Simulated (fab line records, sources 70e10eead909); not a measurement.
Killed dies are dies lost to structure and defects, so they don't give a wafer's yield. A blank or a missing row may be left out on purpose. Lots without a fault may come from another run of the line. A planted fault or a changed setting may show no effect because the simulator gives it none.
Chamber matching | flow nand_harc | NHARC_A_STAIRCASE_DESCUM_443 on rie_diel-13: 4 sister chambers
The step chemistry O2, time 3 s. 16 wafers are shown with their chamber, then 8 later ones without.

WAFERS WITH THEIR CHAMBER
wafer  | chamber | showerhead_plenum_p_Torr (Torr) | drypump_motor_current_A (A) | oes_product_au (a.u.)
L076.2 | 0       | 1.82                            | 5.5                         | 0.987
L076.4 | 2       | 1.98                            | 5.6                         | 1.006
L076.6 | 2       | 1.98                            | 5.6                         | 1.003
L077.2 | 3       | 1.86                            | 5.6                         | 0.994
L077.4 | 0       | 1.82                            | 5.4                         | 0.994
L077.5 | 0       | 1.82                            | 5.4                         | 1.004
L078.2 | 3       | 1.86                            | 5.6                         | 0.986
L078.4 | 0       | 1.82                            | 5.4                         | 0.999
L078.5 | 3       | 1.86                            | 5.6                         | 0.996
L081.1 | 1       | 1.87                            | 5.2                         | 1.003
L081.3 | 2       | 1.98                            | 5.6                         | 1.001
L081.5 | 2       | 1.98                            | 5.6                         | 1.001
L084.1 | 1       | 1.86                            | 5.2                         | 1.011
L084.2 | 0       | 1.81                            | 5.5                         | 1.001
L084.5 | 1       | 1.86                            | 5.2                         | 1.008
L086.1 | 1       | 1.86                            | 5.2                         | 0.999

SIGNATURES (means of the wafers above)
reading                  | chamber 0 | chamber 1 | chamber 2 | chamber 3 | scatter within a chamber
showerhead_plenum_p_Torr | 1.8180    | 1.8625    | 1.9800    | 1.8600    | 0.00359
drypump_motor_current_A  | 5.440     | 5.200     | 5.600     | 5.600     | 0.0316
oes_product_au           | 0.99700   | 1.00525   | 1.00275   | 0.99200   | 0.00529
Rule: a wafer's distance from a chamber is the root of the sum, over the readings, of the square of ((its reading less the chamber's mean) divided by the reading's scatter). The wafer belongs to the nearest chamber; if the next one is less than 2 further off, it can't be placed. The scatter: the root of (the sum of the squares of (reading less its chamber's mean) over the shown wafers, divided by (wafers less chambers)).

WAFERS WITHOUT THEIR CHAMBER
wafer  | showerhead_plenum_p_Torr (Torr) | drypump_motor_current_A (A) | oes_product_au (a.u.)
L086.2 | 1.81                            | 5.4                         | 1.005
L086.4 | 1.98                            | 5.6                         | 0.998
L087.2 | 1.86                            | 5.7                         | 0.989
L087.3 | 1.86                            | 5.2                         | 1.001
L087.4 | 1.81                            | 5.4                         | 0.987
L097.2 | 1.85                            | 5.6                         | 0.988
L097.4 | 1.85                            | 5.6                         | 0.997
L097.6 | 1.80                            | 5.5                         | 0.998

WHICH CHAMBER EACH WENT THROUGH
wafer  | from the rows above | in truth
L086.2 | 0                   | 0
L086.4 | 2                   | 2
L087.2 | 3                   | 3
L087.3 | 1                   | 1
L087.4 | 0                   | 0
L097.2 | 3                   | 3
L097.4 | 3                   | 3
L097.6 | 0                   | 0
Placed correctly: 8 of 8. Can't be placed from these rows: 0. Placed wrongly: 0.
